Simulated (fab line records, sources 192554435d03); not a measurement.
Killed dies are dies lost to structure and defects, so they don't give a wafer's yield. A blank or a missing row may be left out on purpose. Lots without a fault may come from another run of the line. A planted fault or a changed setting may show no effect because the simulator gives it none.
fab line records | flow n5_finfet | part 2 of 2: steps 16 to 16 of 16
record lots=6 wafers=18 last_day=18
route steps=1938 shown BEOL_M0_SAQP@661 BEOL_M4@1111 PASSIVATION@1936
lots that met no fault: from a run of the same line without faults
start_h: hours from the record's first day to the start of the lot's first wafer shown | wait_h: hours since the lot's step before | " the same as in the row above | L1.1+2: a row that stands for several wafers | - no value, or no start given | * or withheld: withheld | < > ~ a bound
route shown NAME@n: a module of which the file shows steps, and the number in the route of the first | usual: mean/standard deviation of fault-free wafers | same: alike in all rows | chamber/n: place in a boat | sites: the reading at each site | _std_site: their standard deviation | _edge_site: outer sites' mean less inner sites' | radius_mm: how far each site lies from the wafer's centre | mask NAME#n: copy n | behind: the tool/chamber that last shaped the wafer | hold: why the lot was held/for how many hours/how that ended | device: the transistor (n, p or np) that didn't switch | end of line: the same wafers' tests at the end of the route | a step without rows: its recipe alone | killed: dies lost to structure and defects at the first sort, not the wafer's yield | map: a wafer's dies, x killed, . not, _ none there
set.NAME: the setting as run; set.NAME@STEP: as run at that earlier step | model.NAME: the simulator's own value behind a step, which no gauge read
lots at some steps of the route; a table a step, a row a wafer
services: from which hour (start_h, from the record's first day; less than 0 if before it) a tool's chamber was out of use, for how many hours, and why
## steps
# step N5_PASSIVATION_PROBE_49
# usual defect_limited_yield=91.4/1.4 killed_at_M0_to_M3=32/10 killed_at_M4_up=13/5.6 killed_at_contacts=13/6.6 killed_at_front_end=39/13 killed_at_other=3.4/2.8 killed_dies=101/17 killed_on_rim=14/4.5 killed_open=66/13 killed_short=33/7 sort_bin_5_function=5.0/0.93 sort_bin_6_memory=3.2/0.65 sort_n_pass=1078/17 sort_yield_pct=91.4/1.4
# same gross_dies=1180 killed_at_back_side=0 sort_bin_4_leakage[%]=0 sort_bin_8_speed[%]=0
# columns lot.wafer tool chamber start_h wait_h defect_limited_yield[%] killed_at_M0_to_M3 killed_at_M4_up killed_at_contacts killed_at_front_end killed_at_other killed_dies killed_on_rim killed_open killed_short sort_bin_5_function[%] sort_bin_6_memory[%] sort_n_pass sort_yield_pct[%]
L693.2 prober-02 - 306.69 0.1 89.7 37 14 15 49 6 121 14 82 35 5.8 4.2 1059 89.7
L693.3 prober-02 - 306.74 0.1 89.6 33 14 7 67 2 123 17 82 41 6.7 3.5 1057 89.6
L693.5 prober-02 - 306.84 0.2 90.7 38 7 12 52 1 110 19 74 34 6.0 2.9 1070 90.7
L702.1 prober-02 - 360.50 0.0 0 1116 13 5 43 3 1180 152 59 22 96.9 2.8 0 0
L702.2 prober-02 - 360.55 0.1 0 1134 11 5 27 3 1180 152 41 24 97.2 2.3 0 0
L702.4 prober-02 - 360.65 0.2 0 1118 18 6 31 7 1180 152 53 28 97.2 2.5 0 0
L703.1 prober-01 - 365.05 0.0 0 1136 6 7 27 4 1180 152 51 20 97.3 2.4 0 0
L703.2 prober-01 - 365.10 0.1 0 1126 8 14 27 5 1180 152 60 36 96.8 2.9 0 0
L703.4 prober-01 - 365.20 0.2 0 1140 7 1 27 5 1180 152 43 41 96.6 3.2 0 0
L709.1 prober-01 - 402.77 0.0 92.4 18 18 13 41 0 90 19 61 25 4.2 3.0 1090 92.4
L709.2 prober-01 - 402.82 0.1 92.4 44 12 8 23 3 90 11 53 36 4.5 3.1 1090 92.4
L709.4 prober-01 - 402.92 0.2 92.4 29 8 19 33 1 90 12 63 25 4.2 2.9 1090 92.4
L710.4 prober-01 - 408.54 0.2 88.9 23 31 9 62 6 131 17 90 38 5.8 4.9 1049 88.9
L710.5 prober-01 - 408.59 0.2 89.7 25 14 11 64 7 121 12 93 25 6.1 3.6 1059 89.7
L710.6 prober-01 - 408.64 0.3 89.4 22 17 7 78 1 125 18 95 29 6.9 3.6 1055 89.4
L712.1 prober-01 - 432.35 0.0 90.3 20 23 24 45 3 115 15 77 36 5.3 4.2 1065 90.3
L712.3 prober-01 - 432.45 0.1 90.9 44 7 19 35 2 107 11 66 40 5.1 3.8 1073 90.9
L712.5 prober-01 - 432.55 0.2 91.7 29 15 11 38 5 98 10 68 29 4.9 3.1 1082 91.7
# killed by level:class
L693.2 STI_FIN_REVEAL:geometric_particle:open=11 MOL_CONTACT_COAG:geometric_particle:open=11 BEOL_M1:geometric_particle:open=10 BEOL_M2:geometric_particle:open=8 BEOL_M0_SAQP:geometric_particle:short=7 BEOL_M0_SAQP:geometric_particle:open=6 BEOL_M4:geometric_particle:open=5 DUMMY_GATE:geometric_particle:short=4
L693.3 STI_FIN_REVEAL:geometric_particle:open=19 FIN_SAQP:geometric_particle:open=11 BEOL_M0_SAQP:geometric_particle:short=11 GATE_CUT:geometric_particle:short=9 GATE_CUT:geometric_particle:open=9 FIN_SAQP:geometric_particle:short=6 BEOL_M0_SAQP:geometric_particle:open=6 BEOL_M3:geometric_particle:open=6
L693.5 FIN_SAQP:geometric_particle:open=21 BEOL_M0_SAQP:geometric_particle:open=10 MOL_CONTACT_COAG:geometric_particle:open=10 BEOL_M0_SAQP:geometric_particle:short=8 FIN_SAQP:geometric_particle:short=7 GATE_CUT:geometric_particle:short=6 BEOL_M0:geometric_particle:open=6 BEOL_M3:geometric_particle:open=6
L702.1 BEOL_M0_SAQP:area_etch=1099 FIN_SAQP:geometric_particle:open=8 BEOL_M4:geometric_particle:open=7 STARTING-WAFER:geometric_particle:open=6 DUMMY_GATE:geometric_particle:open=5 MOL_CONTACT_COAG:geometric_particle:open=5 BEOL_M3:geometric_particle:open=5 ILD0:geometric_particle:short=4
L702.2 BEOL_M0_SAQP:area_etch=1112 DUMMY_GATE:geometric_particle:open=5 GATE_CUT:geometric_particle:short=5 GATE_CUT:geometric_particle:open=5 MOL_CONTACT_COAG:geometric_particle:open=5 BEOL_M2:geometric_particle:open=5 BEOL_M0:geometric_particle:short=4 BEOL_M4:geometric_particle:open=4
L702.4 BEOL_M0_SAQP:area_etch=1093 BEOL_M0_SAQP:geometric_particle:open=9 GATE_CUT:geometric_particle:short=6 MOL_CONTACT_COAG:geometric_particle:open=6 BEOL_M1:geometric_particle:open=5 BEOL_M4:geometric_particle:open=5 FIN_SAQP:geometric_particle:open=4 FIN_SAQP:geometric_particle:short=4
L703.1 BEOL_M0_SAQP:area_etch=1109 BEOL_M0_SAQP:geometric_particle:open=10 BEOL_M2:geometric_particle:open=6 STI_FIN_REVEAL:geometric_particle:open=5 BEOL_M0_SAQP:geometric_particle:short=5 MOL_CONTACT_COAG:geometric_particle:open=4 STARTING-WAFER:geometric_particle:open=4 DUMMY_GATE:geometric_particle:open=3
L703.2 BEOL_M0_SAQP:area_etch=1084 BEOL_M0_SAQP:geometric_particle:short=13 MOL_CONTACT_COAG:geometric_particle:open=12 FIN_SAQP:geometric_particle:open=10 BEOL_M0_SAQP:geometric_particle:open=9 BEOL_M2:geometric_particle:open=7 FIN_SAQP:geometric_particle:short=6 BEOL_M2:geometric_particle:short=5
L703.4 BEOL_M0_SAQP:area_etch=1096 BEOL_M0_SAQP:geometric_particle:short=15 BEOL_M0_SAQP:geometric_particle:open=10 FIN_SAQP:geometric_particle:short=9 BEOL_M2:geometric_particle:open=9 BEOL_M2:geometric_particle:short=6 BEOL_M4:geometric_particle:open=6 FIN_SAQP:geometric_particle:open=5
L709.1 MOL_CONTACT_COAG:geometric_particle:open=11 FIN_SAQP:geometric_particle:open=9 FIN_SAQP:geometric_particle:short=8 STARTING-WAFER:geometric_particle:open=6 BEOL_M5:geometric_particle:open=4 DUMMY_GATE:geometric_particle:open=4 GATE_CUT:geometric_particle:short=4 BEOL_M2:geometric_particle:open=4
L709.2 BEOL_M0_SAQP:geometric_particle:short=12 BEOL_M2:geometric_particle:open=10 FIN_SAQP:geometric_particle:short=8 BEOL_M3:geometric_particle:open=8 MOL_CONTACT_COAG:geometric_particle:open=6 BEOL_M4:geometric_particle:open=5 BEOL_M0_SAQP:geometric_particle:open=5 STI_FIN_REVEAL:geometric_particle:open=4
L709.4 MOL_CONTACT_COAG:geometric_particle:open=11 BEOL_M0_SAQP:geometric_particle:open=10 STI_FIN_REVEAL:geometric_particle:open=8 DUMMY_GATE:geometric_particle:open=7 MOL_CONTACT_COAG:geometric_particle:short=7 BEOL_M2:geometric_particle:open=7 GATE_CUT:geometric_particle:short=5 BEOL_M0_SAQP:geometric_particle:short=5
L710.4 STI_FIN_REVEAL:geometric_particle:open=22 FIN_SAQP:geometric_particle:open=13 FIN_SAQP:geometric_particle:short=11 BEOL_M4:geometric_particle:open=10 BEOL_M5:geometric_particle:open=9 MOL_CONTACT_COAG:geometric_particle:open=8 BEOL_M0_SAQP:geometric_particle:short=8 BEOL_M3:geometric_particle:open=5
L710.5 FIN_SAQP:geometric_particle:open=21 STI_FIN_REVEAL:geometric_particle:open=19 MOL_CONTACT_COAG:geometric_particle:open=11 BEOL_M0_SAQP:geometric_particle:open=8 FIN_SAQP:geometric_particle:short=5 BEOL_M0:geometric_particle:open=5 STI_FIN_REVEAL:geometric_particle:short=4 BEOL_M2:geometric_particle:open=4
L710.6 STI_FIN_REVEAL:geometric_particle:open=43 FIN_SAQP:geometric_particle:short=11 FIN_SAQP:geometric_particle:open=9 BEOL_M5:geometric_particle:open=9 MOL_CONTACT_COAG:geometric_particle:open=7 BEOL_M1:geometric_particle:open=5 STI_FIN_REVEAL:geometric_particle:short=4 BEOL_M0_SAQP:geometric_particle:short=4
L712.1 MOL_CONTACT_COAG:geometric_particle:open=19 STI_FIN_REVEAL:geometric_particle:open=12 DUMMY_GATE:geometric_particle:open=6 BEOL_M3:geometric_particle:open=6 BEOL_M4:geometric_particle:open=6 FIN_SAQP:geometric_particle:short=5 MOL_CONTACT_COAG:geometric_particle:short=5 STARTING-WAFER:geometric_particle:short=5
L712.3 MOL_CONTACT_COAG:geometric_particle:open=15 BEOL_M0_SAQP:geometric_particle:short=13 BEOL_M0_SAQP:geometric_particle:open=12 BEOL_M2:geometric_particle:open=8 BEOL_M3:geometric_particle:open=7 FIN_SAQP:geometric_particle:open=5 GATE_CUT:geometric_particle:short=5 STI_FIN_REVEAL:geometric_particle:open=4
L712.5 FIN_SAQP:geometric_particle:open=11 MOL_CONTACT_COAG:geometric_particle:open=11 BEOL_M0_SAQP:geometric_particle:short=7 GATE_CUT:geometric_particle:short=6 BEOL_M0_SAQP:geometric_particle:open=6 STI_FIN_REVEAL:geometric_particle:open=5 DUMMY_GATE:geometric_particle:open=5 FIN_SAQP:geometric_particle:short=4
# map L702.1 (x killed, . not)
_________________xxxxxxxxxxxx________________
______________xxxxxxxxxxxxxxxxxx_____________
___________xxxxxxxxxxxxxxxxxxxxxxxx__________
__________xxxxxxxxxxxxxxxxxxxxxxxxxx_________
________xxxxxxxxxxxxxxxxxxxxxxxxxxxxxx_______
_______xxxxxxxxxxxxxxxxxxxxxxxxxxxxxxxx______
______xxxxxxxxxxxxxxxxxxxxxxxxxxxxxxxxxx_____
_____xxxxxxxxxxxxxxxxxxxxxxxxxxxxxxxxxxxx____
____xxxxxxxxxxxxxxxxxxxxxxxxxxxxxxxxxxxxxx___
___xxxxxxxxxxxxxxxxxxxxxxxxxxxxxxxxxxxxxxxx__
___xxxxxxxxxxxxxxxxxxxxxxxxxxxxxxxxxxxxxxxx__
__xxxxxxxxxxxxxxxxxxxxxxxxxxxxxxxxxxxxxxxxxx_
__xxxxxxxxxxxxxxxxxxxxxxxxxxxxxxxxxxxxxxxxxx_
_xxxxxxxxxxxxxxxxxxxxxxxxxxxxxxxxxxxxxxxxxxxx
_xxxxxxxxxxxxxxxxxxxxxxxxxxxxxxxxxxxxxxxxxxxx
_xxxxxxxxxxxxxxxxxxxxxxxxxxxxxxxxxxxxxxxxxxxx
_xxxxxxxxxxxxxxxxxxxxxxxxxxxxxxxxxxxxxxxxxxxx
_xxxxxxxxxxxxxxxxxxxxxxxxxxxxxxxxxxxxxxxxxxxx
_xxxxxxxxxxxxxxxxxxxxxxxxxxxxxxxxxxxxxxxxxxxx
_xxxxxxxxxxxxxxxxxxxxxxxxxxxxxxxxxxxxxxxxxxxx
_xxxxxxxxxxxxxxxxxxxxxxxxxxxxxxxxxxxxxxxxxxxx
__xxxxxxxxxxxxxxxxxxxxxxxxxxxxxxxxxxxxxxxxxx_
__xxxxxxxxxxxxxxxxxxxxxxxxxxxxxxxxxxxxxxxxxx_
___xxxxxxxxxxxxxxxxxxxxxxxxxxxxxxxxxxxxxxxx__
___xxxxxxxxxxxxxxxxxxxxxxxxxxxxxxxxxxxxxxxx__
____xxxxxxxxxxxxxxxxxxxxxxxxxxxxxxxxxxxxxx___
_____xxxxxxxxxxxxxxxxxxxxxxxxxxxxxxxxxxxx____
______xxxxxxxxxxxxxxxxxxxxxxxxxxxxxxxxxx_____
_______xxxxxxxxxxxxxxxxxxxxxxxxxxxxxxxx______
________xxxxxxxxxxxxxxxxxxxxxxxxxxxxxx_______
__________xxxxxxxxxxxxxxxxxxxxxxxxxx_________
___________xxxxxxxxxxxxxxxxxxxxxxxx__________
______________xxxxxxxxxxxxxxxxxx_____________
_________________xxxxxxxxxxxx________________
# map L703.1 (x killed, . not)
_________________xxxxxxxxxxxx________________
______________xxxxxxxxxxxxxxxxxx_____________
___________xxxxxxxxxxxxxxxxxxxxxxxx__________
__________xxxxxxxxxxxxxxxxxxxxxxxxxx_________
________xxxxxxxxxxxxxxxxxxxxxxxxxxxxxx_______
_______xxxxxxxxxxxxxxxxxxxxxxxxxxxxxxxx______
______xxxxxxxxxxxxxxxxxxxxxxxxxxxxxxxxxx_____
_____xxxxxxxxxxxxxxxxxxxxxxxxxxxxxxxxxxxx____
____xxxxxxxxxxxxxxxxxxxxxxxxxxxxxxxxxxxxxx___
___xxxxxxxxxxxxxxxxxxxxxxxxxxxxxxxxxxxxxxxx__
___xxxxxxxxxxxxxxxxxxxxxxxxxxxxxxxxxxxxxxxx__
__xxxxxxxxxxxxxxxxxxxxxxxxxxxxxxxxxxxxxxxxxx_
__xxxxxxxxxxxxxxxxxxxxxxxxxxxxxxxxxxxxxxxxxx_
_xxxxxxxxxxxxxxxxxxxxxxxxxxxxxxxxxxxxxxxxxxxx
_xxxxxxxxxxxxxxxxxxxxxxxxxxxxxxxxxxxxxxxxxxxx
_xxxxxxxxxxxxxxxxxxxxxxxxxxxxxxxxxxxxxxxxxxxx
_xxxxxxxxxxxxxxxxxxxxxxxxxxxxxxxxxxxxxxxxxxxx
_xxxxxxxxxxxxxxxxxxxxxxxxxxxxxxxxxxxxxxxxxxxx
_xxxxxxxxxxxxxxxxxxxxxxxxxxxxxxxxxxxxxxxxxxxx
_xxxxxxxxxxxxxxxxxxxxxxxxxxxxxxxxxxxxxxxxxxxx
_xxxxxxxxxxxxxxxxxxxxxxxxxxxxxxxxxxxxxxxxxxxx
__xxxxxxxxxxxxxxxxxxxxxxxxxxxxxxxxxxxxxxxxxx_
__xxxxxxxxxxxxxxxxxxxxxxxxxxxxxxxxxxxxxxxxxx_
___xxxxxxxxxxxxxxxxxxxxxxxxxxxxxxxxxxxxxxxx__
___xxxxxxxxxxxxxxxxxxxxxxxxxxxxxxxxxxxxxxxx__
____xxxxxxxxxxxxxxxxxxxxxxxxxxxxxxxxxxxxxx___
_____xxxxxxxxxxxxxxxxxxxxxxxxxxxxxxxxxxxx____
______xxxxxxxxxxxxxxxxxxxxxxxxxxxxxxxxxx_____
_______xxxxxxxxxxxxxxxxxxxxxxxxxxxxxxxx______
________xxxxxxxxxxxxxxxxxxxxxxxxxxxxxx_______
__________xxxxxxxxxxxxxxxxxxxxxxxxxx_________
___________xxxxxxxxxxxxxxxxxxxxxxxx__________
______________xxxxxxxxxxxxxxxxxx_____________
_________________xxxxxxxxxxxx________________
## services
# columns tool chamber start_h hours kind
ald_sin-04 1 109.04 5.4 repair
rie_diel-06 3 115.07 1.5 repair
rie_diel-05 - 119.41 0.5 repair
rie_si-01 1 127.33 14.0 repair
rie_diel-05 2 138.77 - clean
rie_diel-05 2 138.77 - consumable_replace:esc
rie_diel-05 2 138.77 - consumable_replace:focus_ring
rie_diel-05 2 138.77 24.1 scheduled_down
rie_si-04 - 143.31 15.6 pm
rie_diel-06 1 147.10 9.0 repair
rie_diel-05 1 148.74 7.9 repair
rie_diel-01 3 161.06 3.2 repair
rie_diel-06 0 162.19 6.6 repair
ald_sin-03 - 176.75 14.0 pm
rie_si-01 0 201.27 4.2 repair
ald_sin-02 - 202.50 28.1 pm
rie_si-06 2 215.68 7.3 repair
ald_sin-03 0 232.64 5.9 repair
ald_sin-04 0 233.81 5.8 repair
rie_diel-05 0 247.47 3.2 repair
rie_si-06 0 248.12 8.4 repair
ald_sin-02 3 249.16 11.5 repair
rie_diel-05 3 249.30 7.6 repair
rie_si-01 2 249.50 3.8 repair
## key
first_sign step=N5_BEOL_M0_SAQP_ETCH_107 reading=tool_record direction=missing
effect step=N5_PASSIVATION_PROBE_49 reading=killed_at_M0_to_M3 direction=up sigmas=99+ usual=32 struck=1128
model_effect step=N5_BEOL_M0_SAQP_ETCH_107 value=SiNx_of_BEOL_M0_SAQP_PECVD_97.thk_nm without=0 struck=15.2
more_kills_born_at N5_BEOL_M0_SAQP_ETCH_107@rie_diel-01=3304 N5_BEOL_M0_SAQP_ETCH_107@rie_diel-06=3289
met_at N5_BEOL_M0_SAQP_ETCH_107
struck_wafers L702.1,L702.2,L702.4,L703.1,L703.2,L703.4
later_rows_left_out L702.1,L702.2,L702.4,L703.1,L703.2,L703.4
fault kind=skipped_step_whole tool=rie_diel-01,rie_diel-06 chamber=- onset_h=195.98 steps=N5_BEOL_M0_SAQP_ETCH_107 scope=struck_lots_only
# later_rows_left_out: the simulator's readings of these wafers behind a module that went badly wrong aren't trusted and aren't shown, but for the sort
